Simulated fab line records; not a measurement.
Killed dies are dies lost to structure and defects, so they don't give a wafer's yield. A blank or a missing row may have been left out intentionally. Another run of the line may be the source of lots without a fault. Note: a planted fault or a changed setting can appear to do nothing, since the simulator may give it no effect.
Matching of chambers ; flow nand_harc ; 4 sister chambers for NHARC_A_STAIRCASE_CMP_152 on cmp-02
The step polishes. 4 wafers are shown with their chamber, then 7 later ones without.

## WAFERS WITH THEIR CHAMBER
wafer;chamber;motor_current_A (A)
L811.6;2;13.8
L820.1;1;11.6
L829.2;0;12.0
L829.4;3;10.3

## WAFERS WHOSE CHAMBER IS MISSING
wafer;motor_current_A (A)
L829.5;13.5
L826.1;11.6
L826.2;11.3
L826.4;13.8
L830.3;10.7
L830.4;11.3
L830.5;11.8

## EACH ONE'S CHAMBER
wafer;from the rows above;in truth
L829.5;2;2
L826.1;can't be placed: 1 or 0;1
L826.2;can't be placed: 1 or 0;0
L826.4;2;2
L830.3;can't be placed: 3 or 1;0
L830.4;can't be placed: 1 or 0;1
L830.5;can't be placed: 0 or 1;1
Correct placement for 2 of the 7. Cannot be placed on the basis of these rows: 5; the candidates contain the true chamber in 4. 0 placed wrongly.
How it was worked out, from the rows above alone: a wafer's distance from a chamber is the root of the sum, over the readings, of the square of ((its reading less the chamber's mean) divided by the reading's scatter). The wafer belongs to the nearest chamber; if the next one is less than 2 further off, it can't be placed. Each chamber's mean is taken over the wafers shown for it. The scatter: root of mean squared gap, hidden wafer to nearest shown wafer, with one shown wafer a chamber.
